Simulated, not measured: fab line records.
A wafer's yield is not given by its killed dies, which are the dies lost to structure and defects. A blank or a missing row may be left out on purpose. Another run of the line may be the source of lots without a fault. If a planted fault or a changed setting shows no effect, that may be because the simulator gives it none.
Matching of chambers ; flow nand-harc ; 3 sister chambers for NHARC_A_STAIRCASE_DEP_301 on pecvd-02
The step deposits SiON, target thk 30 nm. 18 wafers are shown with their chamber, then 9 later ones without.

WAFERS WITH THEIR CHAMBER
wafer;chamber;heater-power-w (W)
L074.1;0;912
L074.4;1;712
L074.6;0;909
L075.4;1;716
L075.5;0;825
L075.6;2;780
L076.1;0;903
L076.2;2;790
L076.3;1;777
L076.4;0;911
L076.5;2;781
L076.6;1;789
L082.2;1;721
L082.4;1;725
L082.6;0;854
L084.2;2;735
L084.4;1;775
L084.5;0;828

SIGNATURES, as means of the wafers listed above
reading;chamber 0;chamber 1;chamber 2;scatter within a chamber
heater-power-w;877.43;745.00;771.50;34.9
Rule: a wafer's distance from a chamber is the root of the sum, over the readings, of the square of ((its reading less the chamber's mean) divided by the reading's scatter). The wafer belongs to the nearest chamber; if the next one is less than 2 further off, it can't be placed. The scatter: the root of (the sum of the squares of (reading less its chamber's mean) over the shown wafers, divided by (wafers less chambers)).

WAFERS MISSING THEIR CHAMBER
wafer;heater-power-w (W)
L086.1;751
L086.2;902
L086.4;756
L087.2;816
L087.3;727
L087.6;722
L094.3;733
L094.5;760
L094.6;716

WHICH CHAMBER EACH ONE RAN IN
wafer;from the rows above;in truth
L086.1;can't be placed: 1 or 2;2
L086.2;0;0
L086.4;can't be placed: 1 or 2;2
L087.2;can't be placed: 2 or 0 or 1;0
L087.3;can't be placed: 1 or 2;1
L087.6;can't be placed: 1 or 2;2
L094.3;can't be placed: 1 or 2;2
L094.5;can't be placed: 2 or 1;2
L094.6;can't be placed: 1 or 2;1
1 of 9 placed correctly. Unplaceable from these rows: 8, with the true chamber sitting among the candidates in 8. Placed wrongly: 0.
